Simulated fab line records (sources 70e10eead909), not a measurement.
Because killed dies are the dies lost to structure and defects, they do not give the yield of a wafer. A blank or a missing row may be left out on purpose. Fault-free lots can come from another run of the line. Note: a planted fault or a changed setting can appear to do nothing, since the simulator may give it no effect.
A lot that was struck, set against a sound lot -- flow nandHarc -- 15 out of 1302 route steps
Sound: the wafers L932.1, L932.2, L932.5. The struck wafers were L937.1, L937.2, L937.5. At the end, the cause is stated.
Each step with rows lists, per side, the tool, then ch with its chambers, then its first start. Under that, the readings that differ: sound wafers -- struck wafers -- difference of the means -- sigmas: that difference in standard deviations of wafers without a fault.
alike: readings with means less than 2 such deviations apart, plus words and numbers identical on both sides. not compared: withheld readings, readings lacking a value on some wafer, bounds such as >300 that could conceal the same value, and numbers that have no deviation in the record and whose values overlap.
The two part at a step that has a row with sigmas, a row that says differs or no value, or rows on one side only. Numbers that have no deviation but don't overlap get no sigmas and don't part them. A reading missing from all wafers of one side parts the sides only when that side holds two or more wafers.

first, 7 steps without rows for these wafers: NHARC_P_M1_COAT_34 (time 65 s); NHARC_P_M1_COAT_03 (resist thk 90 nm); NHARC_P_M1_SOFTBAKE_04 (time 55 s); NHARC_P_M1_EBR_05; NHARC_P_M1_EXPOSE_06 (exposes mask P M1, target cd 130 nm); NHARC_P_M1_PEB_07 (peb time 65 s); NHARC_P_M1_DEVELOP_08 (develop time 35 s).
NHARC_P_M1_CD_MEAS_09: the cd target is 130 nm.
  sound on cdSem-03 ch 0, day 9 19:35; struck on cdSem-02 ch 0, day 12 08:51
  alike: cdNm
NHARC_P_M1_OVL_MEAS_10: pitch 260 nm.
  sound: overlay-01 at day 9 19:41; struck: overlay-01 at day 12 08:56
  alike: overlayXNm, overlayYNm
NHARC_P_M1_INSPECT_11:
  sound: defectInspect-01 at day 9 19:43; struck: defectInspect-01 at day 12 08:59
reading,sound,struck,difference,sigmas
rawDefectCount,11 5 13,5 4 3,-6,-2
NHARC_P_M1_DESCUM_14: chemistry O2, time 3 s.
  sound on rieDiel-04 ch 0,2,3, day 9 19:47; struck on rieDiel-04 ch 0,1,2, day 12 09:02
  alike: drypumpMotorCurrentA, oesProductAu, rfVppV, showerheadPlenumPTorr, throttleValvePct
  not compared: rfHoursCounterH
NHARC_P_M1_ETCH_35: etches the open film in N2/H2, target depth 40 nm, overetch 12 nm, time 43.94 s.
  sound on rieDiel-04 ch 2,3, day 9 19:52; struck on rieDiel-04 ch 0,2,3, day 12 09:08
  alike: biasW, chamberPressureMTorr, drypumpMotorCurrentA, oesProductAu, rfVppV, showerheadPlenumPTorr, throttleValvePct
  not compared: rfHoursCounterH
NHARC_P_M1_ETCH_15: etches the open film in C4F8/Ar, target depth 182.5 nm, time 91.2 s.
  sound on rieDiel-04 ch 1,2,3, day 9 19:57; struck on rieDiel-04 ch 0,1,2, day 12 09:13
  no value came back on the struck wafers for biasW (W), chamberPressureMTorr (mTorr), oesProductAu (a.u.), rfVppV (V); on the sound wafers biasW (W) reads 299.3 300.4 298.5
  not compared: rfHoursCounterH
NHARC_P_M1_CD_MEAS_16:
  sound: cdSem-01 at day 9 20:05; struck: cdSem-03 at day 12 09:20
  alike: cdNm
-- record jumps: 18 days between struck wafers' starts before vs after; left off in module P_M1, resumes in module END, first step shown is number 1302 of the route --
NHARC_END_SORT_01:
  the record has rows for the struck wafers here (prober-01 ch 0, day 30 14:54) and none for the sound ones

== WHERE THEY PART ==
Last at NHARC_END_SORT_01 as far as this record goes, first at NHARC_P_M1_INSPECT_11.

WHY: what had been put in by the simulator
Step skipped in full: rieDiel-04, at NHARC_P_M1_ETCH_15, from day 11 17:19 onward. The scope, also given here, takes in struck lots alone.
